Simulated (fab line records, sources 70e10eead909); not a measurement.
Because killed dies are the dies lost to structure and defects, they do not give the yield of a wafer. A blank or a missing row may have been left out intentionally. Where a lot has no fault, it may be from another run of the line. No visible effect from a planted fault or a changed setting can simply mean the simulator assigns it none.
Chamber matching || flow nandHarc || NHARC_P_ZERO_WELL_ETCH_65 on rieDiel-04 has 4 sister chambers
The step etches the open film in N2/H2, target depth 80 nm, overetch 24 nm, time 87.88 s. 16 wafers are shown with their chamber, then 8 later ones without.

WAFERS PAIRED WITH THEIR CHAMBERS
{"wafer": "L077.2", "chamber": 0, "showerheadPlenumPTorr (Torr)": 1.91, "drypumpMotorCurrentA (A)": 5.5, "rfVppV (V)": 426.8}
{"wafer": "L077.3", "chamber": 2, "showerheadPlenumPTorr (Torr)": 2.07, "drypumpMotorCurrentA (A)": 5.4, "rfVppV (V)": 431.9}
{"wafer": "L077.5", "chamber": 1, "showerheadPlenumPTorr (Torr)": 1.89, "drypumpMotorCurrentA (A)": 6.0, "rfVppV (V)": 426.4}
{"wafer": "L080.1", "chamber": 0, "showerheadPlenumPTorr (Torr)": 1.91, "drypumpMotorCurrentA (A)": 5.5, "rfVppV (V)": 429.1}
{"wafer": "L080.3", "chamber": 2, "showerheadPlenumPTorr (Torr)": 2.06, "drypumpMotorCurrentA (A)": 5.4, "rfVppV (V)": 431.2}
{"wafer": "L080.5", "chamber": 2, "showerheadPlenumPTorr (Torr)": 2.06, "drypumpMotorCurrentA (A)": 5.4, "rfVppV (V)": 432.1}
{"wafer": "L081.1", "chamber": 1, "showerheadPlenumPTorr (Torr)": 1.89, "drypumpMotorCurrentA (A)": 6.0, "rfVppV (V)": 427.0}
{"wafer": "L081.2", "chamber": 0, "showerheadPlenumPTorr (Torr)": 1.91, "drypumpMotorCurrentA (A)": 5.5, "rfVppV (V)": 427.3}
{"wafer": "L081.3", "chamber": 2, "showerheadPlenumPTorr (Torr)": 2.06, "drypumpMotorCurrentA (A)": 5.4, "rfVppV (V)": 432.2}
{"wafer": "L083.2", "chamber": 3, "showerheadPlenumPTorr (Torr)": 1.93, "drypumpMotorCurrentA (A)": 5.2, "rfVppV (V)": 426.4}
{"wafer": "L083.5", "chamber": 0, "showerheadPlenumPTorr (Torr)": 1.90, "drypumpMotorCurrentA (A)": 5.5, "rfVppV (V)": 428.3}
{"wafer": "L083.6", "chamber": 1, "showerheadPlenumPTorr (Torr)": 1.88, "drypumpMotorCurrentA (A)": 6.1, "rfVppV (V)": 426.2}
{"wafer": "L084.3", "chamber": 2, "showerheadPlenumPTorr (Torr)": 2.06, "drypumpMotorCurrentA (A)": 5.5, "rfVppV (V)": 431.4}
{"wafer": "L084.4", "chamber": 1, "showerheadPlenumPTorr (Torr)": 1.88, "drypumpMotorCurrentA (A)": 6.1, "rfVppV (V)": 427.0}
{"wafer": "L084.5", "chamber": 3, "showerheadPlenumPTorr (Torr)": 1.93, "drypumpMotorCurrentA (A)": 5.2, "rfVppV (V)": 426.2}
{"wafer": "L088.3", "chamber": 0, "showerheadPlenumPTorr (Torr)": 1.90, "drypumpMotorCurrentA (A)": 5.5, "rfVppV (V)": 426.7}

SIGNATURES (means of the wafers above)
{"reading": "showerheadPlenumPTorr", "chamber 0": 1.9060, "chamber 1": 1.8850, "chamber 2": 2.0620, "chamber 3": 1.9300, "scatter within a chamber": 0.005}
{"reading": "drypumpMotorCurrentA", "chamber 0": 5.500, "chamber 1": 6.050, "chamber 2": 5.420, "chamber 3": 5.200, "scatter within a chamber": 0.0387}
{"reading": "rfVppV", "chamber 0": 427.640, "chamber 1": 426.650, "chamber 2": 431.760, "chamber 3": 426.300, "scatter within a chamber": 0.682}
Rule: a wafer lies at a distance from a chamber equal to the root of the sum of squares, over the readings, of (its reading less the chamber's mean, divided by the reading's scatter). If the next closest chamber is less than 2 further off than the closest, the wafer can't be placed; otherwise it belongs to the closest. The scatter: the root of (the sum of the squares of (reading less its chamber's mean) over the shown wafers, divided by (wafers less chambers)).

WAFERS WITHOUT THEIR CHAMBER
{"wafer": "L088.4", "showerheadPlenumPTorr (Torr)": 1.88, "drypumpMotorCurrentA (A)": 6.0, "rfVppV (V)": 427.1}
{"wafer": "L088.6", "showerheadPlenumPTorr (Torr)": 1.93, "drypumpMotorCurrentA (A)": 5.2, "rfVppV (V)": 426.1}
{"wafer": "L089.2", "showerheadPlenumPTorr (Torr)": 2.05, "drypumpMotorCurrentA (A)": 5.4, "rfVppV (V)": 430.9}
{"wafer": "L089.3", "showerheadPlenumPTorr (Torr)": 1.90, "drypumpMotorCurrentA (A)": 5.5, "rfVppV (V)": 424.9}
{"wafer": "L089.6", "showerheadPlenumPTorr (Torr)": 1.93, "drypumpMotorCurrentA (A)": 5.2, "rfVppV (V)": 426.4}
{"wafer": "L094.1", "showerheadPlenumPTorr (Torr)": 1.92, "drypumpMotorCurrentA (A)": 5.2, "rfVppV (V)": 426.2}
{"wafer": "L094.3", "showerheadPlenumPTorr (Torr)": 2.05, "drypumpMotorCurrentA (A)": 5.4, "rfVppV (V)": 431.3}
{"wafer": "L094.5", "showerheadPlenumPTorr (Torr)": 1.92, "drypumpMotorCurrentA (A)": 5.2, "rfVppV (V)": 427.5}

WHICH CHAMBER EACH WENT THROUGH
{"wafer": "L088.4", "from the rows above": 1, "in truth": 1}
{"wafer": "L088.6", "from the rows above": 3, "in truth": 3}
{"wafer": "L089.2", "from the rows above": 2, "in truth": 2}
{"wafer": "L089.3", "from the rows above": 0, "in truth": 0}
{"wafer": "L089.6", "from the rows above": 3, "in truth": 3}
{"wafer": "L094.1", "from the rows above": 3, "in truth": 3}
{"wafer": "L094.3", "from the rows above": 2, "in truth": 2}
{"wafer": "L094.5", "from the rows above": 3, "in truth": 3}
8 of 8 placed correctly. Left unplaced by these rows: 0. Number placed wrongly: 0.
